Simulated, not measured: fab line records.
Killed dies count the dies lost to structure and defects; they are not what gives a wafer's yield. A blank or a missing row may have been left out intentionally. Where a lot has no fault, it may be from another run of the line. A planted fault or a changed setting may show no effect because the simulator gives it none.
Comparing a struck lot with a sound one + flow n5_finfet + 40 steps out of a route of 1938
Sound: these wafers, L329.3, L329.5, L329.6. Wafers struck: L324.2, L324.4, L324.6. The cause comes at the end.
For every step that has rows: the tool of each side, followed by ch and its chambers, followed by its first start. Under that, the readings that differ: sound wafers + struck wafers + difference of the means + sigmas: that difference in standard deviations of wafers without a fault.
alike: words and numbers the same on both sides, and readings whose means are apart by under 2 such deviations; not compared: readings that were withheld, readings missing a value for some wafer, numbers with overlapping values and no deviation given by the record, and bounds like >300 which may hide the same value.
A row with sigmas, a row that says differs or no value, or rows on one side alone: a step with any of these is where the two part. Numbers that have no deviation but don't overlap get no sigmas and don't part them. A reading that every wafer of one side lacks parts them only if that side has two wafers or more.

first, 12 steps without rows for these wafers: N5_MOL_CONTACT_COAG_PRECLEAN_111 (cleans in NF3:NH3, afs cycles 1, time 20 s, sublimation time 60 s); N5_MOL_CONTACT_COAG_TI_SIL_19 (material Ti, target thk 4.2 nm, time 15 s); N5_MOL_CONTACT_COAG_ALD_20 (deposits TiN, target thk 1.5 nm, pulse time 1 s, purge time 3 s); N5_MOL_CONTACT_COAG_SIL_ANNEAL_21 (time 60 s); N5_MOL_CONTACT_COAG_PRE_CLEAN_141 (time 60 s); N5_MOL_CONTACT_COAG_SPUTTER_143 (material Co, target thk 2.5 nm); N5_MOL_CONTACT_COAG_CO_FILL_22 (material Co, precursor CCTBA/H2, target thk 20 nm); N5_MOL_CONTACT_COAG_ANNEAL_113 (time 300 s); N5_MOL_CONTACT_COAG_PRE_CLEAN_142 (time 60 s); N5_MOL_CONTACT_COAG_SPUTTER_130 (material Co, target thk 47.5 nm); N5_MOL_CONTACT_COAG_PRECLEAN_125 (cleans in DIW, time 57.5 s); N5_MOL_CONTACT_COAG_SRD_126 (dry time 32 s).
N5_MOL_CONTACT_COAG_CMP_23: polishes, stops on SiO2, t overpolish 1.5 s, target thk 0 nm.
  sound on cmp-03 ch 0,1,3, day 9 15:14; struck on cmp-02 ch 2,3, day 8 14:18
  no value came back on the struck wafers for any of 5 readings (edge_zone_pressure_frac, head_pressure_psi (psi) and others); on the sound wafers edge_zone_pressure_frac reads 1.002 1.005 0.988
| reading                                              | sound          | struck         | difference | sigmas |
|------------------------------------------------------|----------------|----------------|------------|--------|
| model.Co_of_MOL_CONTACT_COAG_SPUTTER_130.thk_nm (nm) | 0 0 0          | 47.6 47.6 47.4 | +47.5      |        |
| model.SiNx_of_GATE_CUT_SAC_CAP_01.thk_nm (nm)        | 18.2 18.2 18.2 | 20.4 20.4 20.4 | +2.2       |        |
then, 3 steps without rows for these wafers: N5_MOL_CONTACT_COAG_WET_ETCH_26 (target Co, target depth 13 nm); N5_MOL_CONTACT_COAG_WET_ETCH_116 (etches the open film in SC1-inhibited, target depth 4.6 nm, rinse time 30 s); N5_MOL_CONTACT_COAG_ALD_27 (deposits SiOC, target thk 17 nm, pulse time 1.5 s, time 2720 s).
N5_MOL_CONTACT_COAG_CMP_28: polishes, stops on SiNx, t overpolish 0.85 s, target thk 14.522 nm.
  sound on cmp-03 ch 0,1,3, day 9 17:37; struck on cmp-04 ch 1,3, day 8 16:44
| reading                                       | sound    | struck   | difference | sigmas |
|-----------------------------------------------|----------|----------|------------|--------|
| model.SiNx_of_GATE_CUT_SAC_CAP_01.thk_nm (nm) | 18 18 18 | 20 20 20 | +2         |        |
  alike: edge_zone_pressure_frac, head_pressure_psi, motor_current_A
N5_MOL_CONTACT_COAG_THK_MEAS_29:
  sound on film_metro-01, day 9 17:50; struck on film_metro-01, day 8 17:01
| reading         | sound             | struck            | difference | sigmas |
|-----------------|-------------------|-------------------|------------|--------|
| MD_CAP_THK (nm) | 17.98 17.88 17.91 | 19.95 19.92 19.91 | +2.00      | +26    |
then, 19 steps without rows for these wafers: N5_MOL_CONTACT_COAG_ALD_123 (deposits SiNx, target thk 5 nm, pulse time 1 s, purge time 2 s); N5_MOL_CONTACT_COAG_PECVD_31 (deposits SiO2 from TEOS/O2, target thk 46 nm, time 8.9 s); N5_MOL_CONTACT_COAG_COAT_75 (time 60 s, resist thk 60 nm); N5_MOL_CONTACT_COAG_COAT_76 (time 60 s, resist thk 10 nm); N5_MOL_CONTACT_COAG_COAT_77 (time 60 s, resist thk 10 nm); N5_MOL_CONTACT_COAG_COAT_78 (resist thk 40 nm); N5_MOL_CONTACT_COAG_EBR_80; N5_MOL_CONTACT_COAG_SOFTBAKE_79 (time 60 s); N5_MOL_CONTACT_COAG_EXPOSE_81 (exposes mask VG, defocus 0 nm); N5_MOL_CONTACT_COAG_PEB_82 (peb time 60 s); N5_MOL_CONTACT_COAG_DEVELOP_83 (develop time 30 s); N5_MOL_CONTACT_COAG_DESCUM_88 (chemistry O2, time 7 s); N5_MOL_CONTACT_COAG_ETCH_89 (etches underlayer in N2/H2, target depth 13 nm, time 10.4 s); N5_MOL_CONTACT_COAG_ETCH_90 (etches SiARC in CF4, target depth 13 nm, time 21.7 s); N5_MOL_CONTACT_COAG_ALD_131 (deposits SiO2, target thk 5 nm, pulse time 1 s, co reactant pulse time 1 s); N5_MOL_CONTACT_COAG_ETCHBACK_132 (etches SiO2 in CHF3, target depth 10 nm, time 6.7 s); N5_MOL_CONTACT_COAG_ETCH_91 (etches SOC in N2/H2, target depth 60 nm, overetch 21 nm, time 101.2 s); N5_MOL_CONTACT_COAG_STRIP_92 (strips in N2/H2); N5_MOL_CONTACT_COAG_STRIP_93 (strips in N2/H2).
N5_MOL_CONTACT_COAG_ETCH_47: etches SiNx in CH3F/O2, stops on W, target depth 27 nm.
  sound on rie_diel-04 ch 0,2, day 9 20:08; struck on rie_diel-04 ch 0,3, day 8 18:49
| reading                                      | sound             | struck            | difference | sigmas |
|----------------------------------------------|-------------------|-------------------|------------|--------|
| etch_rf_on_time_s (s)                        | 32.2 32.1 30.6    | 35.1 35.4 34.6    | +3.4       | +5     |
| model.etch.t_clear_s (s)                     | 26.86 26.71 25.52 | 29.27 29.46 28.84 | +2.83      |        |
| model.MOL_CONTACT_COAG.feature_depth_nm (nm) | 18.6 18.4 18.4    | 20.6 20.6 20.6    | +2.1       |        |
| model.etch.depth_nm (nm)                     | 17.94 17.91 17.9  | 19.96 19.94 19.93 | +2.03      |        |
  alike: O2_flow_sccm, drypump_motor_current_A, oes_product_au, rf_vpp_V, showerhead_plenum_p_Torr, throttle_valve_pct
  not compared: rf_hours_counter_h
N5_BEOL_M4_RC_MEAS_101:
  the record has rows for the sound wafers here (prober-02 ch 0, day 14 21:26) and none for the struck ones
-- the record jumps here: 9 days lie between the struck wafers' starts before and after (it left off in module BEOL_M4 and takes up again in module PASSIVATION, whose first step shown is number 1936 of the route) --
N5_PASSIVATION_PROBE_49:
  sound on prober-02, day 19 03:56; struck on prober-01, day 17 07:55
| reading            | sound       | struck         | difference | sigmas      |
|--------------------|-------------|----------------|------------|-------------|
| killed_at_M0_to_M3 | 37 63 39    | 31 19 23       | -22        | -2          |
| killed_at_contacts | 9 21 14     | 1090 1109 1116 | +1090      | +99 or more |
| killed_dies        | 116 148 111 | 1180 1180 1180 | +1055      | +62         |
| killed_on_rim      | 16 27 14    | 152 152 152    | +133       | +32         |
| killed_open        | 84 107 79   | 67 47 55       | -34        | -3          |
  alike: killed_at_M4_up, killed_at_front_end, killed_at_other, killed_short

## WHERE THEY PART
At N5_MOL_CONTACT_COAG_CMP_23 first; at N5_PASSIVATION_PROBE_49 last (within this record only).

WHY: what had been put in by the simulator
Entire step skipped (cmp-02, N5_MOL_CONTACT_COAG_CMP_23), from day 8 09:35 onward. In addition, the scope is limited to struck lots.
